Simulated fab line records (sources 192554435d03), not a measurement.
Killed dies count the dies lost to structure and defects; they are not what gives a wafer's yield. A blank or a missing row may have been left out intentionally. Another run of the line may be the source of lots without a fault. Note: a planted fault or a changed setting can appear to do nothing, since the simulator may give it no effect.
Matching of chambers || flow n5-finfet || 3 sister chambers for N5_BEOL_M2_DEP_57 on pecvd-04
The step deposits SiCN from 3MS/NH3, target thk 8 nm, time 14 s. 6 wafers are shown with their chamber, then 9 later ones without.

WAFERS WITH THEIR CHAMBER
{"wafer": "L082.4", "chamber": 1, "throttle-valve-pct (%)": 10.2, "showerhead-plenum-p-Torr (Torr)": 3.671}
{"wafer": "L091.5", "chamber": 2, "throttle-valve-pct (%)": 9.1, "showerhead-plenum-p-Torr (Torr)": 3.695}
{"wafer": "L091.6", "chamber": 0, "throttle-valve-pct (%)": 9.1, "showerhead-plenum-p-Torr (Torr)": 3.654}
{"wafer": "L093.2", "chamber": 1, "throttle-valve-pct (%)": 10.1, "showerhead-plenum-p-Torr (Torr)": 3.679}
{"wafer": "L093.4", "chamber": 2, "throttle-valve-pct (%)": 9.1, "showerhead-plenum-p-Torr (Torr)": 3.690}
{"wafer": "L093.6", "chamber": 0, "throttle-valve-pct (%)": 9.0, "showerhead-plenum-p-Torr (Torr)": 3.648}

WAFERS WITH NO CHAMBER GIVEN
{"wafer": "L094.1", "throttle-valve-pct (%)": 10.0, "showerhead-plenum-p-Torr (Torr)": 3.684}
{"wafer": "L094.3", "throttle-valve-pct (%)": 9.4, "showerhead-plenum-p-Torr (Torr)": 3.650}
{"wafer": "L094.4", "throttle-valve-pct (%)": 10.1, "showerhead-plenum-p-Torr (Torr)": 3.686}
{"wafer": "L095.2", "throttle-valve-pct (%)": 9.2, "showerhead-plenum-p-Torr (Torr)": 3.656}
{"wafer": "L095.5", "throttle-valve-pct (%)": 9.1, "showerhead-plenum-p-Torr (Torr)": 3.648}
{"wafer": "L095.6", "throttle-valve-pct (%)": 10.4, "showerhead-plenum-p-Torr (Torr)": 3.681}
{"wafer": "L097.1", "throttle-valve-pct (%)": 10.1, "showerhead-plenum-p-Torr (Torr)": 3.683}
{"wafer": "L097.5", "throttle-valve-pct (%)": 9.3, "showerhead-plenum-p-Torr (Torr)": 3.651}
{"wafer": "L097.6", "throttle-valve-pct (%)": 10.1, "showerhead-plenum-p-Torr (Torr)": 3.680}

WHICH CHAMBER EACH ONE RAN IN
{"wafer": "L094.1", "from the rows above": 1, "in truth": 1}
{"wafer": "L094.3", "from the rows above": 0, "in truth": 0}
{"wafer": "L094.4", "from the rows above": 1, "in truth": 1}
{"wafer": "L095.2", "from the rows above": 0, "in truth": 0}
{"wafer": "L095.5", "from the rows above": 0, "in truth": 0}
{"wafer": "L095.6", "from the rows above": 1, "in truth": 1}
{"wafer": "L097.1", "from the rows above": 1, "in truth": 1}
{"wafer": "L097.5", "from the rows above": 0, "in truth": 0}
{"wafer": "L097.6", "from the rows above": 1, "in truth": 1}
Correctly placed: 9 of 9. Can't be placed from these rows: 0. Placed wrongly: 0.
How it was worked out, from the rows above alone: a wafer's distance from a chamber is the root of the sum, over the readings, of the square of ((its reading less the chamber's mean) divided by the reading's scatter). The wafer belongs to the nearest chamber; if the next one is less than 2 further off, it can't be placed. Each chamber's mean is taken over the wafers shown for it. The scatter: take each reading less its chamber's mean, square it, sum over the shown wafers, divide by the number of wafers less the number of chambers, and take the root.
